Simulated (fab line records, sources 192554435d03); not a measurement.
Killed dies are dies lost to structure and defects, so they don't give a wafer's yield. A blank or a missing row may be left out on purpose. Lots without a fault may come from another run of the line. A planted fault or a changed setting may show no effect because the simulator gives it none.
Split-lot experiment | flow n5_finfet | 7 lots, 21 wafers read, on a route of 1938 steps

THE SPLIT
At N5_FIN_SAQP_MANDREL_ETCH_22 (etches a-Si in HBr/Cl2, stops on SiNx, target depth 60 nm, bt time 10 s, time 30 s), the setting icp_w was moved away from the recipe's 800 W on 8 of the 21 wafers read, by -14.8% to +15.8%. The other wafers ran this setting at the recipe's value.

The reading is taken at the split's own step.

THE READING
SOC_of_FIN_SAQP_COAT_49.thk_nm (the simulator's own value, which no gauge read), in nm, at N5_FIN_SAQP_MANDREL_ETCH_22 (etches a-Si in HBr/Cl2, stops on SiNx, target depth 60 nm, bt time 10 s, time 30 s). The file gives no usual value for it. The 13 wafers here that ran the recipe average 75.83 nm, standard deviation 0.31 nm.

wafer  | tool, chamber at the split | icp_w as run, W | against the recipe | SOC_of_FIN_SAQP_COAT_49.thk_nm, nm | against lot-mates on the recipe
L080.1 | rie_si-03, 1               | 725.5           | -9.3%              | 76.9                               | no lot-mate on the recipe
L080.2 | rie_si-03, 2               | 725.5           | -9.3%              | 77.2                               | no lot-mate on the recipe
L080.4 | rie_si-03, 3               | 725.5           | -9.3%              | 77.15                              | no lot-mate on the recipe
L087.1 | rie_si-03, 2               | 800             | recipe             | 75.89                              | -
L087.5 | rie_si-03, 2               | 800             | recipe             | 76.04                              | -
L087.6 | rie_si-03, 1               | 800             | recipe             | 75.54                              | -
L089.1 | rie_si-05, 3               | 800             | recipe             | 75.42                              | -
L089.3 | rie_si-05, 0               | 800             | recipe             | 75.33                              | -
L089.4 | rie_si-05, 1               | 800             | recipe             | 75.44                              | -
L091.1 | rie_si-03, 0               | 697.8           | -12.8%             | 77.98                              | +1.77
L091.3 | rie_si-03, 3               | 800             | recipe             | 76.21                              | -
L091.5 | rie_si-03, 3               | 697.8           | -12.8%             | 77.57                              | +1.36
L092.3 | rie_si-05, 3               | 800             | recipe             | 75.73                              | -
L092.4 | rie_si-05, 0               | 800             | recipe             | 76.05                              | -
L092.5 | rie_si-05, 3               | 800             | recipe             | 76                                 | -
L093.1 | rie_si-04, 3               | 800             | recipe             | 75.93                              | -
L093.2 | rie_si-04, 0               | 926.7           | +15.8%             | 75.14                              | -1.01
L093.5 | rie_si-04, 3               | 800             | recipe             | 76.36                              | -
L095.2 | rie_si-04, 0               | 681.4           | -14.8%             | 77.7                               | +1.87
L095.6 | rie_si-04, 0               | 681.4           | -14.8%             | 77.7                               | +1.87
L095.3 | rie_si-04, 3               | 800             | recipe             | 75.83                              | -

THE FIT
A straight line over all 21 wafers: SOC_of_FIN_SAQP_COAT_49.thk_nm changes by -0.11 nm for each +1% of icp_w; r = -0.91; the points scatter about the line by 0.38 nm.
The same after taking each lot's own level away (the mean of its wafers on the recipe; 18 wafers): -0.106 nm for each +1%; r = -0.96; scatter 0.24 nm.
On that fit, the largest move of icp_w shifts the reading by 1.7 nm.
The lots' own levels span 75.397 to 76.210 nm, that is 2.7 times the standard deviation above.
So the lot-to-lot level changes the slope little: the two slopes agree.
Check: with one of the wafers moved furthest among these (+15.8%) left out of the fit, the line predicts -1.97 nm for it against its lot-mates. It came out at -1.01 nm against them.

OTHER SPLITS ON THESE WAFERS
These wafers also went through other splits before the reading. Each is held against what the fit with the lots' levels taken away leaves over:
other split on the same wafers | wafers away from the commonest value | r with SOC_of_FIN_SAQP_COAT_49.thk_nm (lot level and that fit taken away)
N5_ZERO_LAYER_PECVD_02 time_s  | 5                                    | -0.02
N5_WELL_APT_COAT_19 spin_rpm   | 9                                    | -0.01
N5_WELL_APT_EXPOSE_22 dose_mj  | 7                                    | -0.43

THE FILE'S OWN FIT
SOC_of_FIN_SAQP_COAT_49.thk_nm changes by -0.1 nm for each +1% of icp_w, r = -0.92.
